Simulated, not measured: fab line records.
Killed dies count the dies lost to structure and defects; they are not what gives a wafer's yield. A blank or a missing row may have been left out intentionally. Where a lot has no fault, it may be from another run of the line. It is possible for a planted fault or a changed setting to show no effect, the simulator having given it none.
Matching of chambers | flow nandHarc | 3 sister chambers for NHARC_A_ONON_D1_DEP_33 on pecvd-02
The step deposits SiO2, target thk 200 nm. 6 wafers are shown with their chamber, then 8 later ones without.

EACH WAFER AND ITS CHAMBER
wafer  | chamber | throttleValvePct (%) | heaterPowerW (W)
L081.2 | 1       | 15.9                 | 581
L081.6 | 1       | 15.5                 | 565
L084.1 | 0       | 15.2                 | 495
L084.2 | 2       | 15.8                 | 479
L084.6 | 2       | 15.9                 | 485
L086.1 | 0       | 15.3                 | 632

WAFERS WITH NO CHAMBER GIVEN
wafer  | throttleValvePct (%) | heaterPowerW (W)
L086.4 | 16.0                 | 497
L086.5 | 15.3                 | 468
L089.1 | 15.4                 | 530
L089.3 | 15.9                 | 395
L089.6 | 16.1                 | 411
L097.4 | 15.4                 | 473
L097.5 | 16.0                 | 491
L097.6 | 16.3                 | 612

WHICH CHAMBER EACH ONE RAN IN
wafer  | from the rows above          | in truth
L086.4 | can't be placed: 2 or 1      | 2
L086.5 | can't be placed: 0 or 1 or 2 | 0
L089.1 | can't be placed: 0 or 1 or 2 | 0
L089.3 | can't be placed: 2 or 1      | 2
L089.6 | can't be placed: 2 or 1      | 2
L097.4 | can't be placed: 0 or 1 or 2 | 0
L097.5 | can't be placed: 2 or 1      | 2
L097.6 | can't be placed: 2 or 1      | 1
Correctly placed: 0 of 8. From these rows, 8 cannot be placed; in 8 the true chamber is one of the candidates. 0 placed wrongly.
How it was worked out, from the rows above alone: a wafer's distance from a chamber is the root of the sum, over the readings, of the square of ((its reading less the chamber's mean) divided by the reading's scatter). If the next closest chamber is less than 2 further off than the closest, the wafer can't be placed; otherwise it belongs to the closest. The mean given for a chamber averages the wafers shown for that chamber. The scatter: the root of (the sum of the squares of (reading less its chamber's mean) over the shown wafers, divided by (wafers less chambers)).
